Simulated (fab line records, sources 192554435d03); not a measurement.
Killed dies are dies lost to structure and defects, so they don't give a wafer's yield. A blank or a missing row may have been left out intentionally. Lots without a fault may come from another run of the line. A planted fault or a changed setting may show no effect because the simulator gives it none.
fab line records	flow n5-finfet
[record] lots = 9	wafers = 27	last-day = 22
route steps=1938 shown HKMG_FIN@437 GATE_CUT@466 BEOL_M4@1111 PASSIVATION@1936
lots that met no fault: taken from a fault-free run of the same line
start-h: hours from the record's opening day to when the first of the lot's shown wafers began	wait-h: hours elapsed since this lot's preceding step	" as in the row above	L1.1+2: a single row standing in for several wafers	- no value present, or no start provided	* or withheld: withheld	< > ~ a bound
route shown NAME@n: NAME is a module with steps in the file, n the number in the route of the first one	usual: the fault-free wafers' mean and standard deviation	same: alike in all rows	chamber/n: place in a boat	sites: the reading at each site	_std_site: how widely they spread, as a standard deviation	_edge_site: outer sites' mean less inner sites'	radius-mm: how far each site lies from the wafer's centre	mask NAME#n: copy n	behind: tool/chamber where the wafer was last shaped	hold: the reason the lot was held/the length of the hold in hours/how it ended	device: whichever transistor did not switch (one of n, p or np)	end of line: tests run on the same wafers once the route is complete	step lacking rows: just its recipe	killed: not the wafer's yield, but the dies lost to structure and defects at the first sort	map: dies across one wafer; x = killed, . = not, _ = none there
set.NAME: the run value of the setting; set.NAME@STEP: its run value at that earlier step	model.NAME: the simulator's own value behind a step, which no gauge read
one table for each step of the route and one row for each wafer, over a sample of lots
services: a tool's chamber out of use, with start hour (start-h, from the record's first day; less than 0 if before it), hours out, and reason
[[steps]]
[step N5_HKMG_FIN_STRIP_34]
[recipe] chemistry = CF4	resist = SiARC	power-w = 300	bias-power-w = 75	pressure-mtorr = 50	cf4-flow-sccm = 150	rf-frequency-hz = 6e+07
[usual] bias-power-w = 74.98/0.24	cf4-flow-sccm = 150.0/0.48	drypump-motor-current-A = 5.8/0.41	oes-product-au = 0.76/0.076	rf-vpp-V = 271.5/1.5	showerhead-plenum-p-Torr = 1.81/0.067	throttle-valve-pct = 13.67/0.17
lot.wafer	tool	chamber	start-h	wait-h	bias-power-w	cf4-flow-sccm	drypump-motor-current-A	oes-product-au	rf-hours-counter-h	rf-vpp-V	showerhead-plenum-p-Torr	throttle-valve-pct
L322.1	rie-diel-05	1	117.35	0.0	75.10	150.1	5.4	0.68	235	269.7	1.70	13.73
L322.2	"	2	"	"	74.61	149.9	5.8	0.71	201	271.8	1.84	13.92
L322.4	"	1	"	"	74.89	149.6	5.4	0.68	-	269.5	1.70	13.74
L323.1	rie-diel-05	2	126.39	0.0	74.89	150.2	5.8	0.70	205	271.3	1.84	13.95
L323.3	"	3	"	"	75.18	150.4	6.6	0.72	169	272.4	1.86	13.69
L323.6	"	3	"	"	74.89	150.0	6.6	0.72	-	272.4	1.86	13.69
L324.2	rie-diel-02	0	134.72	0.0	75.19	150.5	5.6	0.71	179	269.9	1.72	13.58
L324.3	"	1	"	"	74.93	149.7	5.7	0.76	150	272.0	1.86	13.58
L324.4	"	3	"	"	75.41	150.4	5.6	0.77	129	268.5	1.73	13.68
L329.2	rie-diel-02	1	159.56	0.0	74.89	150.1	5.8	0.74	159	272.1	1.86	13.59
L329.5	"	3	"	"	75.02	149.7	5.6	0.77	-	270.2	1.72	13.71
L329.6	"	0	"	"	74.94	149.4	5.6	0.71	-	268.3	1.72	13.57
L330.1	rie-diel-05	3	165.97	0.0	75.33	150.5	6.6	0.71	187	271.9	1.85	13.74
L330.2	"	0	"	"	75.45	149.6	6.3	0.92	11	272.5	1.83	13.38
L330.3	"	2	"	"	74.96	149.5	5.8	0.70	219	273.2	1.84	13.97
L334.1	rie-diel-02	2	187.99	0.0	74.81	149.9	5.7	0.78	101	272.0	1.88	13.63
L334.4	"	0	"	"	74.88	150.7	5.6	0.71	196	268.7	1.72	13.60
L334.5	"	0	"	"	75.07	150.2	5.6	0.71	-	270.2	1.72	13.60
L335.1	rie-diel-04	3	194.98	0.0	74.95	149.5	5.1	0.69	243	272.8	1.84	13.85
L335.5	"	1	"	"	74.81	150.2	5.6	0.87	-	270.2	1.75	13.61
L335.6	"	2	"	"	74.54	150.3	5.2	0.69	-	271.7	1.78	13.76
L337.3	rie-diel-04	0	209.24	0.0	75.40	150.0	6.1	0.92	13	273.3	1.91	13.37
L337.4	"	2	"	"	74.57	149.8	5.1	0.69	223	270.3	1.77	13.80
L337.6	"	3	"	"	75.28	150.3	5.1	0.68	-	273.4	1.83	13.86
L338.3	rie-diel-05	3	218.88	0.0	74.73	150.5	6.6	0.70	205	272.1	1.85	13.77
L338.4	"	0	"	"	75.21	150.6	6.3	0.88	31	272.3	1.82	13.42
L338.5	"	0	"	"	75.20	150.8	6.3	0.88	-	272.0	1.82	13.42
[step N5_HKMG_FIN_ETCH_67]
[recipe] chemistry = N2/H2	target = SOC	target-depth-a = 3889	stop-on = TiN	ion-energy-ev = 100	bias-w = 61	pressure-mtorr = 30	source-w = 850	n2-flow-sccm = 200	h2-flow-sccm = 200
[usual] drypump-motor-current-A = 5.6/0.34	h2-flow-sccm = 200.1/0.6	n2-flow-sccm = 200.0/0.6	oes-product-au = 0.77/0.084	rf-vpp-V = 240.7/1.5	showerhead-plenum-p-Torr = 2.55/0.1	throttle-valve-pct = 17.92/0.13
lot.wafer	tool	chamber	start-h	wait-h	drypump-motor-current-A	h2-flow-sccm	n2-flow-sccm	oes-product-au	rf-hours-counter-h	rf-vpp-V	showerhead-plenum-p-Torr	throttle-valve-pct
L322.1	rie-diel-05	1	119.64	-	5.4	200.7	199.8	0.67	235	240.5	2.42	18.09
L322.2	"	3	"	"	6.6	200.6	199.8	0.72	166	241.8	2.64	17.86
L322.4	"	1	"	"	5.4	200.5	200.8	0.68	-	240.0	2.42	18.09
L323.1	rie-diel-04	1	128.55	-	5.5	199.6	200.6	0.92	21	240.7	2.49	17.88
L323.3	"	3	"	"	5.1	201.1	200.1	0.70	214	240.5	2.62	18.07
L323.6	"	2	"	"	5.1	200.2	199.1	0.71	-	240.0	2.51	17.80
L324.2	rie-diel-04	3	137.09	-	5.1	199.7	199.9	0.70	218	241.0	2.61	18.09
L324.3	"	2	"	"	5.2	201.0	199.1	0.70	195	240.3	2.51	17.81
L324.4	"	1	"	"	5.6	199.7	201.6	0.91	25	239.9	2.49	17.91
L329.2	rie-diel-02	2	161.69	-	5.7	200.8	200.6	0.80	91	241.1	2.68	17.99
L329.5	"	1	"	"	5.8	200.5	199.1	0.74	-	242.2	2.64	17.80
L329.6	"	2	"	"	5.7	200.6	200.8	0.80	-	241.5	2.68	17.99
L330.1	rie-diel-02	3	168.19	-	5.6	200.3	200.4	0.76	141	239.2	2.44	17.99
L330.2	"	1	"	"	5.7	200.3	199.5	0.74	162	244.0	2.64	17.80
L330.3	"	0	"	"	5.6	200.2	200.5	0.71	187	238.8	2.43	17.74
L334.1	rie-diel-02	1	190.25	-	5.8	200.7	201.1	0.73	172	240.5	2.64	17.82
L334.4	"	3	"	"	5.6	200.7	199.6	0.76	149	239.1	2.44	18.00
L334.5	"	0	"	"	5.6	199.3	199.3	0.71	-	238.4	2.42	17.74
L335.1	rie-diel-04	0	197.22	-	6.1	199.8	200.6	0.94	9	242.8	2.72	17.67
L335.5	"	1	"	"	5.6	200.3	199.3	0.87	-	239.3	2.48	17.93
L335.6	"	0	"	"	6.1	200.7	200.5	0.95	-	242.2	2.72	17.66
L337.3	rie-diel-04	3	211.56	-	5.1	200.3	199.3	0.68	250	241.3	2.60	18.13
L337.4	"	0	"	"	6.1	200.0	199.3	0.93	14	243.7	2.72	17.69
L337.6	"	0	"	"	6.1	201.6	200.0	0.92	-	243.7	2.72	17.68
L338.3	rie-diel-02	2	221.07	-	5.7	199.9	200.5	0.78	111	242.5	2.67	18.02
L338.4	"	1	"	"	5.8	200.1	200.4	0.73	181	242.0	2.64	17.83
L338.5	"	0	"	"	5.6	198.7	199.2	0.70	-	240.0	2.42	17.77
[step N5_HKMG_FIN_ALD_72]
[recipe] material = W	target-thk-a = 20	temp-c = 300	pressure-torr = 7.5	ald-precursor-family = WF6	ald-co-reactant = B2H6	pulse-time-s = 1	purge-time-s = 2	co-reactant-purge-time-s = 2	co-reactant-pulse-time-s = 3	ald-cycles = 7
[usual] ald-cycles = 7/0	chamber-pressure-Torr = 7.502/0.018	co-reactant-purge-time-s = 2/0	heater-power-w = 462/62	precursor-pulse-height-rel = 1.000/0.018
lot.wafer	tool	chamber	start-h	wait-h	ald-cycles	chamber-pressure-Torr	co-reactant-purge-time-s	heater-power-w	precursor-pulse-height-rel
L322.1	cvd-w-01	1	120.78	0.2	-	-	-	-	-
L322.2	"	0	"	"	-	-	-	-	-
L322.4	"	0	"	"	-	-	-	-	-
L323.1	cvd-w-02	1	129.66	0.2	-	-	-	-	-
L323.3	"	0	"	"	-	-	-	-	-
L323.6	"	1	"	"	-	-	-	-	-
L324.2	cvd-w-01	0	138.19	0.2	-	-	-	-	-
L324.3	"	1	"	"	-	-	-	-	-
L324.4	"	0	"	"	-	-	-	-	-
L329.2	cvd-w-02	0	162.86	0.2	7	7.501	2	556	1.001
L329.5	"	1	"	"	7	7.467	2	420	0.991
L329.6	"	0	"	"	7	7.534	2	546	0.993
L330.1	cvd-w-02	1	169.30	0.2	7	7.519	2	408	0.991
L330.2	"	0	"	"	7	7.524	2	560	0.968
L330.3	"	1	"	"	7	7.517	2	419	1.044
L334.1	cvd-w-02	1	191.36	0.2	7	7.483	2	427	0.994
L334.4	"	0	"	"	7	7.518	2	566	0.991
L334.5	"	1	"	"	7	7.486	2	422	1.021
L335.1	cvd-w-02	0	198.33	0.2	7	7.510	2	541	0.995
L335.5	"	0	"	"	7	7.497	2	558	1.021
L335.6	"	1	"	"	7	7.501	2	428	1.000
L337.3	cvd-w-02	0	212.69	0.2	7	7.481	2	560	0.981
L337.4	"	1	"	"	7	7.522	2	427	0.984
L337.6	"	0	"	"	7	7.485	2	557	0.989
L338.3	cvd-w-01	0	222.20	0.2	7	7.472	2	438	0.960
L338.4	"	1	"	"	7	7.482	2	416	0.981
L338.5	"	0	"	"	7	7.479	2	442	0.999
[step N5_GATE_CUT_ETCH_56]
[recipe] chemistry = Cl2/Ar	target = TiN	target-depth-a = 216	pressure-mtorr = 10	icp-w = 600	bias-w = 60	Cl2_flow_sccm = 40	Ar_flow_sccm = 60
[usual] drypump-motor-current-A = 5.7/0.34	he-backside-leak-sccm = 3.37/0.22	mfc-cl2-sccm = 40.04/0.13	oes-product-au = 0.72/0.071	throttle-valve-pct = 20.87/0.093
lot.wafer	tool	chamber	start-h	wait-h	drypump-motor-current-A	he-backside-leak-sccm	mfc-cl2-sccm	oes-product-au	rf-hours-counter-h	throttle-valve-pct
L329.2	rie-metal-03	1	163.90	0.1	5.4	3.46	39.97	0.82	35	20.88
L329.5	"	1	"	"	5.4	3.47	39.90	0.82	-	20.89
L329.6	"	0	"	"	5.3	3.23	40.20	0.68	-	20.77
L330.1	rie-metal-01	1	170.34	0.1	5.9	3.42	40.10	0.67	89	21.03
L330.2	"	0	"	"	5.5	3.48	40.02	0.68	93	20.78
L330.3	"	0	"	"	5.5	3.61	40.09	0.67	-	20.77
L334.1	rie-metal-03	1	192.42	0.1	5.4	3.34	40.16	0.81	38	20.90
L334.4	"	1	"	"	5.4	3.28	40.09	0.81	-	20.87
L334.5	"	1	"	"	5.5	3.35	40.04	0.81	-	20.88
L335.1	rie-metal-01	1	199.54	0.1	5.9	3.46	40.04	0.67	91	21.04
L335.5	"	0	"	"	5.6	3.24	40.20	0.67	-	20.77
L335.6	"	1	"	"	5.9	3.43	40.00	0.66	-	21.04
L337.3	rie-metal-02	0	213.88	0.2	6.2	3.28	39.86	0.78	-	20.86
L337.4	"	0	"	"	6.3	3.44	39.93	0.77	-	20.87
L337.6	"	0	"	"	6.3	3.41	40.33	0.77	-	20.87
L338.3	rie-metal-02	0	223.39	0.2	6.2	3.18	40.13	0.77	-	20.88
L338.4	"	0	"	"	6.2	3.24	40.18	0.76	-	20.86
L338.5	"	0	"	"	6.2	3.32	40.14	0.78	-	20.89
[step N5_BEOL_M4_RC_MEAS_101]
[usual] DIBL_N = 36.3/1.1	DIBL_P = 36.3/1.4	IOFF_N = 0.155/0.019	IOFF_P = 0.211/0.027	ION_N = 672/8.5	ION_P = 462/5.8	SS_N = 71.5/0.56	SS_P = 73.3/0.52	VT_N = 249.9/2.5	VT_P = -249.8/2.8
lot.wafer	tool	chamber	start-h	wait-h	DIBL_N[mV/V]	DIBL_P[mV/V]	IOFF_N[nA/um]	IOFF_P[nA/um]	ION_N[uA/um]	ION_P[uA/um]	SS_N[mV/dec]	SS_P[mV/dec]	VT_N[mV]	VT_P[mV]
L329.2	prober-02	0	355.04	0.2	36.0	35.6	0.151	0.238	667	468	71.7	73.2	248.3	-246.1
L329.5	"	0	"	"	34.5	33.9	0.128	0.210	662	464	70.8	72.8	253.7	-245.9
L329.6	"	0	"	"	36.7	36.1	0.169	0.253	682	467	71.6	72.9	245.5	-243.8
L338.3	prober-02	0	364.69	0.3	37.2	36.6	0.171	0.241	678	467	72.2	73.7	251.6	-246.2
L338.4	"	0	"	"	38.7	36.8	0.196	0.250	671	461	72.8	73.2	246.3	-246.9
L338.5	"	0	"	"	37.2	35.6	0.161	0.223	674	464	71.9	73.3	247.5	-249.5
L335.1	prober-02	0	390.06	0.0	36.5	36.4	0.150	0.210	676	466	71.5	72.9	250.0	-250.0
L335.5	"	0	"	"	40.0	40.9	0.228	0.301	699	479	72.5	74.0	242.9	-244.8
L335.6	"	0	"	"	37.1	37.2	0.171	0.236	677	471	71.1	73.1	246.3	-247.0
L330.1	prober-01	0	391.32	0.0	35.9	36.9	0.156	0.221	670	460	70.8	73.5	250.6	-248.0
L330.2	"	0	"	"	34.9	36.0	0.146	0.203	679	467	71.2	73.0	247.6	-249.4
L330.3	"	0	"	"	35.3	36.3	0.161	0.217	665	463	71.5	72.8	248.6	-246.2
L334.1	prober-02	0	391.34	0.0	36.7	36.8	0.160	0.218	677	467	71.3	73.0	248.6	-247.3
L334.4	"	0	"	"	37.0	37.5	0.168	0.219	684	468	70.9	72.6	249.9	-248.5
L334.5	"	0	"	"	35.8	35.6	0.143	0.199	665	463	71.3	73.0	249.8	-250.6
L337.3	prober-01	0	401.12	0.3	35.6	35.2	0.158	0.210	682	464	72.1	73.3	248.2	-248.4
L337.4	"	0	"	"	36.3	34.7	0.159	0.200	666	459	72.0	73.4	249.2	-250.9
L337.6	"	0	"	"	36.0	35.2	0.158	0.205	675	458	71.3	73.0	249.8	-249.2
[step N5_PASSIVATION_PROBE_49]
[usual] defect-limited-yield = 91.4/1.2	killed_at_M0_to_M3 = 34/10	killed_at_M4_up = 14/5.1	killed-at-contacts = 12/6.4	killed-at-front-end = 38/9.3	killed-at-other = 4/3	killed-dies = 102/15	killed-on-rim = 13/3.6	killed-open = 67/12	killed-short = 33/6.9	sort_bin_5_function = 5.0/0.86	sort_bin_6_memory = 3.2/0.58	sort-n-pass = 1078/15	sort-yield-pct = 91.4/1.2
[same] gross-dies = 1180	killed-at-back-side = 0	sort_bin_4_leakage[%] = 0	sort_bin_8_speed[%] = 0
lot.wafer	tool	chamber	start-h	wait-h	defect-limited-yield[%]	killed_at_M0_to_M3	killed_at_M4_up	killed-at-contacts	killed-at-front-end	killed-at-other	killed-dies	killed-on-rim	killed-open	killed-short	sort_bin_5_function[%]	sort_bin_6_memory[%]	sort-n-pass	sort-yield-pct[%]
L322.1	prober-01	-	388.53	0.0	0	29	13	21	1113	4	1180	152	71	27	96.9	2.8	0	0
L322.2	prober-01	-	388.58	0.1	0	28	9	21	1119	3	1180	152	63	25	97.1	2.8	0	0
L322.4	prober-01	-	388.68	0.2	0	38	7	31	1102	2	1180	152	75	32	95.6	4.1	0	0
L324.2	prober-02	-	422.24	0.4	0	39	13	5	1117	6	1180	152	58	25	97.0	3.0	0	0
L324.3	prober-02	-	422.29	0.5	0	22	24	8	1120	6	1180	152	49	29	97.5	2.3	0	0
L324.4	prober-02	-	422.34	0.5	0	28	16	11	1122	3	1180	152	55	28	97.6	2.4	0	0
L330.1	prober-01	-	505.24	0.0	92.9	18	12	7	43	4	84	10	53	28	3.6	3.0	1096	92.9
L330.2	prober-01	-	505.29	0.1	91.5	40	19	3	33	5	100	13	69	30	5.1	3.1	1080	91.5
L330.3	prober-01	-	505.34	0.1	90.9	42	23	4	37	1	107	13	70	37	6.4	2.5	1073	90.9
L337.3	prober-01	-	511.95	0.1	90.5	61	10	10	31	0	112	21	74	38	5.6	3.4	1068	90.5
L337.4	prober-01	-	512.00	0.2	89.2	66	19	3	39	0	127	12	80	45	6.1	3.9	1053	89.2
L337.6	prober-01	-	512.10	0.3	91.4	46	10	10	35	0	101	12	64	36	4.6	3.7	1079	91.4
L323.1	prober-01	-	517.10	0.0	0	26	21	16	1114	3	1180	152	61	36	96.1	3.1	0	0
L323.3	prober-01	-	517.20	0.1	0	22	11	8	1137	2	1180	152	57	24	97.0	2.7	0	0
L323.6	prober-01	-	517.35	0.3	0	18	9	9	1138	6	1180	152	53	24	97.5	2.4	0	0
// killed by level:class
L322.1 HKMG_FIN:area-ald=1081 MOL_CONTACT_COAG:geometric-particle:open=17 FIN_SAQP:geometric-particle:open=11 BEOL_M0_SAQP:geometric-particle:open=11 BEOL_M0_SAQP:geometric-particle:short=7 BEOL_M4:geometric-particle:open=7 STARTING-WAFER:geometric-particle:open=7 GATE_CUT:geometric-particle:short=6
L322.2 HKMG_FIN:area-ald=1089 MOL_CONTACT_COAG:geometric-particle:open=16 BEOL_M1:geometric-particle:open=7 BEOL_M2:geometric-particle:open=7 DUMMY_GATE:geometric-particle:open=6 BEOL_M0_SAQP:geometric-particle:short=5 STI_FIN_REVEAL:geometric-particle:open=5 GATE_CUT:geometric-particle:short=5
L322.4 HKMG_FIN:area-ald=1072 MOL_CONTACT_COAG:geometric-particle:open=26 BEOL_M0_SAQP:geometric-particle:short=11 BEOL_M0_SAQP:geometric-particle:open=10 BEOL_M2:geometric-particle:open=8 GATE_CUT:geometric-particle:open=6 STI_FIN_REVEAL:geometric-particle:open=5 MOL_CONTACT_COAG:geometric-particle:short=5
L324.2 HKMG_FIN:area-ald=1097 BEOL_M2:geometric-particle:open=11 BEOL_M0_SAQP:geometric-particle:short=8 BEOL_M0_SAQP:geometric-particle:open=7 MOL_CONTACT_COAG:geometric-particle:open=5 BEOL_M1:geometric-particle:open=5 BEOL_M3:geometric-particle:open=4 BEOL_M4:geometric-particle:open=4
L324.3 HKMG_FIN:area-ald=1099 MOL_CONTACT_COAG:geometric-particle:open=7 BEOL_M0_SAQP:geometric-particle:short=7 BEOL_M0_SAQP:geometric-particle:open=6 BEOL_M4:geometric-particle:open=6 BEOL_M5:geometric-particle:open=6 BEOL_M3:geometric-particle:open=5 FIN_SAQP:geometric-particle:open=4
L324.4 HKMG_FIN:area-ald=1094 MOL_CONTACT_COAG:geometric-particle:open=10 FIN_SAQP:geometric-particle:short=8 BEOL_M0_SAQP:geometric-particle:open=8 FIN_SAQP:geometric-particle:open=5 BEOL_M0_SAQP:geometric-particle:short=5 BEOL_M3:geometric-particle:open=5 BEOL_M4:geometric-particle:open=4
L330.1 FIN_SAQP:geometric-particle:open=10 DUMMY_GATE:geometric-particle:open=5 MOL_CONTACT_COAG:geometric-particle:open=5 FIN_SAQP:geometric-particle:short=4 DUMMY_GATE:geometric-particle:short=4 BEOL_M0_SAQP:geometric-particle:short=4 STI_FIN_REVEAL:geometric-particle:open=3 BEOL_M0_SAQP:geometric-particle:open=3
L330.2 BEOL_M2:geometric-particle:open=9 BEOL_M0_SAQP:geometric-particle:open=8 BEOL_M0_SAQP:geometric-particle:short=8 STI_FIN_REVEAL:geometric-particle:open=7 DUMMY_GATE:geometric-particle:open=7 BEOL_M4:geometric-particle:open=7 BEOL_M1:geometric-particle:open=4 BEOL_M3:geometric-particle:open=4
L330.3 BEOL_M4:geometric-particle:open=11 BEOL_M0_SAQP:geometric-particle:short=10 BEOL_M0_SAQP:geometric-particle:open=9 BEOL_M2:geometric-particle:open=9 DUMMY_GATE:geometric-particle:open=8 STI_FIN_REVEAL:geometric-particle:open=7 STARTING-WAFER:geometric-particle:short=6 BEOL_M1:geometric-particle:open=5
L337.3 BEOL_M0_SAQP:geometric-particle:open=16 BEOL_M0_SAQP:geometric-particle:short=15 BEOL_M2:geometric-particle:open=11 MOL_CONTACT_COAG:geometric-particle:open=7 STI_FIN_REVEAL:geometric-particle:open=6 BEOL_M3:geometric-particle:open=6 FIN_SAQP:geometric-particle:open=5 GATE_CUT:geometric-particle:short=4
L337.4 BEOL_M0_SAQP:geometric-particle:short=14 BEOL_M2:geometric-particle:open=13 BEOL_M4:geometric-particle:open=9 FIN_SAQP:geometric-particle:open=8 GATE_CUT:geometric-particle:short=8 BEOL_M1:geometric-particle:open=8 BEOL_M3:geometric-particle:open=8 BEOL_M0:geometric-particle:open=7
L337.6 BEOL_M0_SAQP:geometric-particle:open=12 BEOL_M1:geometric-particle:open=11 MOL_CONTACT_COAG:geometric-particle:open=9 STI_FIN_REVEAL:geometric-particle:open=7 FIN_SAQP:geometric-particle:short=6 GATE_CUT:geometric-particle:short=6 BEOL_M3:geometric-particle:short=6 BEOL_M0_SAQP:geometric-particle:short=5
L323.1 HKMG_FIN:area-ald=1079 BEOL_M4:geometric-particle:open=12 MOL_CONTACT_COAG:geometric-particle:open=10 STI_FIN_REVEAL:geometric-particle:open=8 GATE_CUT:geometric-particle:short=7 FIN_SAQP:geometric-particle:short=6 MOL_CONTACT_COAG:geometric-particle:short=6 BEOL_M0_SAQP:geometric-particle:short=6
L323.3 HKMG_FIN:area-ald=1099 BEOL_M2:geometric-particle:open=11 STI_FIN_REVEAL:geometric-particle:open=10 FIN_SAQP:geometric-particle:open=9 FIN_SAQP:geometric-particle:short=7 MOL_CONTACT_COAG:geometric-particle:open=7 BEOL_M0_SAQP:geometric-particle:open=3 BEOL_M0_SAQP:geometric-particle:short=3
L323.6 HKMG_FIN:area-ald=1103 STI_FIN_REVEAL:geometric-particle:open=10 MOL_CONTACT_COAG:geometric-particle:open=8 FIN_SAQP:geometric-particle:short=7 FIN_SAQP:geometric-particle:open=5 BEOL_M2:geometric-particle:open=5 GATE_CUT:geometric-particle:short=4 BEOL_M0_SAQP:geometric-particle:open=4
[[services]]
tool	chamber	start-h	hours	kind
rie-metal-03	-	104.76	1.4	pm
rie-diel-05	0	113.99	-	clean
rie-diel-05	0	113.99	-	consumable-replace:focus-ring
rie-diel-05	0	113.99	24.4	scheduled-down
rie-diel-05	0	113.99	24.4	vent-cycle
cvd-w-02	-	118.11	6.0	pm
rie-diel-05	1	126.71	2.8	repair
rie-diel-05	2	144.20	3.8	repair
rie-metal-03	1	145.96	11.0	repair
rie-diel-04	0	157.01	-	clean
rie-diel-04	0	157.01	-	consumable-replace:focus-ring
rie-diel-04	0	157.01	-	consumable-replace:showerhead
rie-diel-04	0	157.01	20.0	scheduled-down
rie-diel-04	0	157.01	20.0	vent-cycle
rie-diel-05	1	157.39	-	clean
rie-diel-05	1	157.39	-	consumable-replace:focus-ring
rie-diel-05	1	157.39	-	consumable-replace:showerhead
rie-diel-05	-	172.97	2.8	pm
rie-metal-02	-	181.79	0.6	repair
rie-diel-04	3	212.32	-	clean
rie-diel-04	3	212.32	-	consumable-replace:focus-ring
rie-diel-04	3	212.32	13.7	scheduled-down
rie-diel-04	3	212.32	13.7	vent-cycle
rie-metal-02	0	219.53	1.3	repair
[[key]]
[first-sign] step = N5_HKMG_FIN_ALD_72	reading = tool-record	direction = missing
[effect] step = N5_PASSIVATION_PROBE_49	reading = killed-at-front-end	direction = up	sigmas = 99+	usual = 38	struck = 1120
[more-kills-born-at] N5_HKMG_FIN_ALD_72@cvd-w-01 = 6532	N5_HKMG_FIN_ALD_72@cvd-w-02 = 3281
met-at N5_HKMG_FIN_ALD_72
struck-lots L322,L323,L324
later-rows-left-out L322.1,L322.2,L322.4,L323.1,L323.3,L323.6,L324.2,L324.3,L324.4
not-acting-at N5_HKMG_FIN_STRIP_34,N5_HKMG_FIN_ETCH_67,N5_GATE_CUT_ETCH_56
[fault] kind = skipped-step-whole	tool = cvd-w-01,cvd-w-02	chamber = -	onset-h = 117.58	steps = N5_HKMG_FIN_ALD_72	scope = struck-lots-only
// later-rows-left-out: the simulator's readings of these wafers behind a module that went badly wrong aren't trusted and aren't shown, but for the sort
